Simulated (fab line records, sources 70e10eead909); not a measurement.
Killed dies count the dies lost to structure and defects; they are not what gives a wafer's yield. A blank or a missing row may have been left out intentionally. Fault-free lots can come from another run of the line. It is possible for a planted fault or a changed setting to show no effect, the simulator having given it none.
Which tool was responsible?    flow nandHarc    Sampling: 12 lots, 36 wafers, 6 of 1302 route steps

WHAT THE GAUGES SHOWED, per wafer
NHARC_A_M0_CD_MEAS_09: target cd 80 nm. Usual: cdNm reads 79.9 nm (standard deviation 0.69).
lot   measured      on        cdNm (nm)       flag
L946  day 23 04:45  cdSem-03  80.1 81.0 79.9  
L947  day 23 06:34  cdSem-03  81.4 79.9 80.3  
L949  day 23 14:51  cdSem-01  79.9 79.7 79.9  
L951  day 24 11:10  cdSem-03  80.4 80.8 80.8  
L950  day 24 13:07  cdSem-02  79.4 79.4 80.6  
L952  day 25 02:31  cdSem-01  79.7 80.0 81.0  
L953  day 25 05:40  cdSem-03  79.7 79.3 80.1  
L954  day 26 14:44  cdSem-01  80.6 80.5 79.6  
L955  day 26 20:28  cdSem-03  80.2 79.7 80.5  
L963  day 30 05:46  cdSem-02  82.7 82.3 83.3  OFF
L965  day 30 09:28  cdSem-02  83.0 82.8 83.1  OFF
L968  day 32 01:43  cdSem-02  80.2 79.8 80.2  

NHARC_A_M0_INSPECT_11. Usual: rawDefectCount reads 81 (standard deviation 37).
lot   measured      on                rawDefectCount  flag
L946  day 23 04:53  defectInspect-01  99 133 119      
L947  day 23 06:41  defectInspect-02  18 19 16        
L949  day 23 14:58  defectInspect-01  54 65 62        
L951  day 24 11:17  defectInspect-01  125 128 116     
L950  day 24 13:14  defectInspect-01  56 55 71        
L952  day 25 02:38  defectInspect-01  105 131 125     
L953  day 25 05:47  defectInspect-02  91 87 77        
L954  day 26 14:52  defectInspect-02  119 137 149     
L955  day 26 20:35  defectInspect-01  29 39 27        
L963  day 30 05:53  defectInspect-02  101 100 113     
L965  day 30 09:35  defectInspect-01  33 23 43        
L968  day 32 01:50  defectInspect-02  116 111 122     

NHARC_END_SORT_01. Usual: defectLimitedYield 91.1 % (standard deviation 2.9); killedAtArray 55 (standard deviation 20); killedAtOther 0.7 (standard deviation 0.96); killedAtPeriphery 4.1 (standard deviation 2.4); killedDies 60 (standard deviation 20); killedOpen 3.3 (standard deviation 1.9); killedShort 2.8 (standard deviation 1.6).
lot   measured      on         defectLimitedYield (%)  killedAtArray  killedAtOther  killedAtPeriphery  killedDies  killedOpen  killedShort  flag
L954  day 28 06:34  prober-01  86.9 85.8 88.0          86 91 74       1 3 1          2 2 6              89 96 81    6 9 3       3 2 3        

WHICH TOOL RAN EACH LOT (tool, then ch and the chambers of the sampled wafers, then the start)
lot   NHARC_A_BLC_STRIP_29               NHARC_A_BLC_DEGAS_30         NHARC_A_M0_PEB_07
L946  rieDiel-06 ch 0,2, day 23 01:56    pvdSputter-03, day 23 02:28  lithoTrack-01 ch 0, day 23 04:40
L947  rieDiel-06 ch 0,1,2, day 23 03:40  pvdSputter-02, day 23 04:11  lithoTrack-01 ch 0, day 23 06:29
L949  rieDiel-06 ch 1,2, day 23 11:32    pvdSputter-01, day 23 12:03  lithoTrack-04 ch 0, day 23 14:46
L951  rieDiel-07 ch 0,2, day 24 07:56    pvdSputter-03, day 24 08:28  lithoTrack-01 ch 0, day 24 11:05
L950  rieDiel-07 ch 0,3, day 24 09:53    pvdSputter-03, day 24 10:25  lithoTrack-06 ch 0, day 24 13:02
L952  rieDiel-07 ch 0,1,2, day 24 23:44  pvdSputter-01, day 25 00:16  lithoTrack-06 ch 0, day 25 02:26
L953  rieDiel-06 ch 0,1,3, day 25 02:53  pvdSputter-02, day 25 03:24  lithoTrack-01 ch 0, day 25 05:35
L954  rieDiel-06 ch 0,2, day 26 11:54    pvdSputter-01, day 26 12:28  lithoTrack-01 ch 0, day 26 14:40
L955  rieDiel-07 ch 0,1, day 26 17:45    pvdSputter-03, day 26 18:16  lithoTrack-04 ch 0, day 26 20:23
L963  rieDiel-06 ch 0,3, day 30 02:59    pvdSputter-01, day 30 03:30  lithoTrack-04 ch 0, day 30 05:41
L965  rieDiel-07 ch 0,1,3, day 30 06:39  pvdSputter-03, day 30 07:09  lithoTrack-04 ch 0, day 30 09:23
L968  rieDiel-06 ch 0,2,3, day 31 22:53  pvdSputter-03, day 31 23:25  lithoTrack-06 ch 0, day 32 01:38
- NHARC_A_BLC_STRIP_29: strips in CF4.
- NHARC_A_BLC_DEGAS_30: time 60 s.
- NHARC_A_M0_PEB_07: peb time 65 s.

WHAT THE TOOLS THEMSELVES READ (means of the sampled wafers that have a number; where no wafer has one, the mark that the record gives instead)
NHARC_A_BLC_STRIP_29. Usual: drypumpMotorCurrentA 5.7 A, standard deviation 0.48; oesProductAu 0.994 a.u., standard deviation 0.01; rfVppV 59.4 V, standard deviation 0.92; showerheadPlenumPTorr 1.77 Torr, standard deviation 0.079; throttleValvePct 13.284 %, standard deviation 0.0091.
lot   tool        drypumpMotorCurrentA (A)  oesProductAu (a.u.)  rfVppV (V)  showerheadPlenumPTorr (Torr)  throttleValvePct (%)  flag
L946  rieDiel-06  5.9                       0.989                59.4        1.85                          13.283                
L947  rieDiel-06  5.5                       0.994                58.9        1.79                          13.285                
L949  rieDiel-06  5.2                       0.996                58.4        1.72                          13.278                
L951  rieDiel-07  6.0                       0.979                58.9        1.70                          13.285                
L950  rieDiel-07  5.3                       1.002                58.6        1.69                          13.288                
L952  rieDiel-07  6.1                       0.992                59.8        1.73                          13.292                
L953  rieDiel-06  5.5                       1.000                59.0        1.82                          13.279                
L954  rieDiel-06  5.8                       0.989                59.8        1.82                          13.282                
L955  rieDiel-07  6.1                       0.999                59.1        1.75                          13.288                
L963  rieDiel-06  5.9                       0.984                59.7        1.89                          13.283                
L965  rieDiel-07  5.7                       1.008                59.2        1.73                          13.283                
L968  rieDiel-06  5.8                       0.985                59.6        1.85                          13.279                

NHARC_A_BLC_DEGAS_30. Usual: heaterPowerW reads 475 W (standard deviation 51).
lot   tool           heaterPowerW (W)  flag
L946  pvdSputter-03  466               
L947  pvdSputter-02  438               
L949  pvdSputter-01  566               
L951  pvdSputter-03  450               
L950  pvdSputter-03  460               
L952  pvdSputter-01  550               
L953  pvdSputter-02  450               
L954  pvdSputter-01  519               
L955  pvdSputter-03  433               
L963  pvdSputter-01  510               
L965  pvdSputter-03  437               
L968  pvdSputter-03  455               

NHARC_A_M0_PEB_07. Usual: exhaustPa 45.2 Pa, standard deviation 0.86; plateTempC 100.00 C, standard deviation 0.12.
lot   tool           exhaustPa (Pa)  plateTempC (C)  flag
L946  lithoTrack-01  45.7            99.91           
L947  lithoTrack-01  45.6            99.95           
L949  lithoTrack-04  44.3            99.91           
L951  lithoTrack-01  45.1            99.93           
L950  lithoTrack-06  44.8            100.03          
L952  lithoTrack-06  45.6            100.17          
L953  lithoTrack-01  46.0            99.94           
L954  lithoTrack-01  45.2            100.05          
L955  lithoTrack-04  44.2            100.01          
L963  lithoTrack-04  43.9            99.98           
L965  lithoTrack-04  43.9            100.03          
L968  lithoTrack-06  46.3            99.88           

THE ANSWER, worked out from the rows above alone
Rule: a lot is off if the mean of its wafers that have a number lies more than 3 standard deviations from the usual mean. Also off: a lot with no number at a reading for which 4 or more lots have one. All remaining lots with rows at the step are treated as sound. The gauges are gone through in route order, then the tools' own readings, and for those a lot's mean is taken as printed above. The first step at which some lot is off is used, and at that step the reading that is off furthest; a lot without a number counts as furthest.
Off: L963, L965 (NHARC_A_M0_CD_MEAS_09, cdNm).
If a tool, at a process step before that reading, ran all the lots that are off and no sound lot after the first of them, it fits. The gauges at NHARC_A_M0_CD_MEAS_09 are tried like those tools. One fits: lithoTrack-04 at NHARC_A_M0_PEB_07. Its last sound lot is L955 (day 26 20:23), its first lot that is off L963 (day 30 05:41): a fault that began between those two fits.

WHAT WAS PUT IN BY THE SIMULATOR
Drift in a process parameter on lithoTrack-04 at NHARC_A_M0_PEB_07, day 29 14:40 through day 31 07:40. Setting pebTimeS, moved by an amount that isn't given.
Lots struck among those shown: L963, L965. Same finding as the rule above.
